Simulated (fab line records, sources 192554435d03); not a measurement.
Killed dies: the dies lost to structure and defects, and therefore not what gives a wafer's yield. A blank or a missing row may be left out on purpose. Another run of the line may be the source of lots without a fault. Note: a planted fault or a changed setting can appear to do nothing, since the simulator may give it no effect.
Split-lot trial ; flow n5-finfet ; 21 wafers read across 7 lots, on a route 1938 steps long

ABOUT THE SPLIT
At N5_BEOL_M6_ALD_77 (deposits TaN, target thk 2 nm, pulse time 2 s, purge time 3 s), the setting ald-cycles was moved away from the recipe's 40 on 6 of the 21 wafers read, by -17.5% to +15.0%. The other wafers ran this setting at the recipe's value.

Reading taken at the split's own step.

THE READING
TaN_of_BEOL_M6_ALD_77.thk-nm (the simulator's own value, which no gauge read), in nm, at N5_BEOL_M6_ALD_77 (deposits TaN, target thk 2 nm, pulse time 2 s, purge time 3 s). No usual value for it is given in the file.

wafer;tool, chamber at the split;ald-cycles as run;against the recipe;TaN_of_BEOL_M6_ALD_77.thk-nm, nm;against lot-mates on the recipe
L079.2;ald-metal-01, 3,0;40;recipe;2;-
L079.5;ald-metal-01, 3,0;40;recipe;2;-
L079.6;ald-metal-01, 3;37;-7.5%;1.8;-0.2
L080.1;ald-metal-02, 1,0;46;+15.0%;2.4;+0.4
L080.2;ald-metal-02, 1,0;46;+15.0%;2.4;+0.4
L080.3;ald-metal-02, 2;40;recipe;2;-
L082.4;ald-metal-02, 3,0;40;recipe;2;-
L082.6;ald-metal-02, 3,0;40;recipe;2;-
L082.5;ald-metal-02, 3;35;-12.5%;1.8;-0.2
L088.1;ald-metal-02, 2,1,2;40;recipe;2;-
L088.2;ald-metal-02, 2,1,2;40;recipe;2;-
L088.5;ald-metal-02, 2,1,2;40;recipe;2;-
L090.1;ald-metal-01, 2;40;recipe;2;-
L090.3;ald-metal-01, 1,0;33;-17.5%;1.6;-0.4
L090.4;ald-metal-01, 1,0;33;-17.5%;1.6;-0.4
L094.2;ald-metal-02, 2,3,0;40;recipe;2;-
L094.3;ald-metal-02, 2,3,0;40;recipe;2;-
L094.4;ald-metal-02, 2,3,0;40;recipe;2;-
L097.1;ald-metal-02, 3,0,2;40;recipe;2;-
L097.2;ald-metal-02, 3,0,2;40;recipe;2;-
L097.4;ald-metal-02, 3,0,2;40;recipe;2;-
Where a row lists several chambers, the file gives one row for several wafers and doesn't say which wafer went through which chamber.

THE FIT
A straight line over all 21 wafers: TaN_of_BEOL_M6_ALD_77.thk-nm changes by +0.0237 nm for each +1% of ald-cycles; r = +0.99; the points scatter about the line by 0.026 nm.
The same after taking each lot's own level away (the mean of its wafers on the recipe; 21 wafers): +0.0237 nm for each +1%; r = +0.99; scatter 0.026 nm.
That fit puts the effect of the largest move of ald-cycles on the reading at 0.41 nm.
The lots' own levels span 2.00 to 2.00 nm.
So the lot-to-lot level changes the slope little: the two slopes agree.
Check: with one of the wafers moved furthest among these (-17.5%) left out of the fit, the line predicts -0.408 nm for it against its lot-mates. Against them it came out at -0.4 nm.

THE OTHER SPLITS THESE WAFERS WENT THROUGH
These wafers also went through other splits before the reading. Each is held against what the fit with the lots' levels taken away leaves over:
other split on the same wafers;wafers away from the commonest value;r with TaN_of_BEOL_M6_ALD_77.thk-nm (lot level and that fit taken away)
N5_BEOL_M4_COAT_22 spin-rpm;5;-0.58
N5_BEOL_M5_ETCH_41 source-w;7;+0.04

THE FILE'S OWN FIT
TaN_of_BEOL_M6_ALD_77.thk-nm changes by +0.0229 nm for each +1% of ald-cycles, r = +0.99.
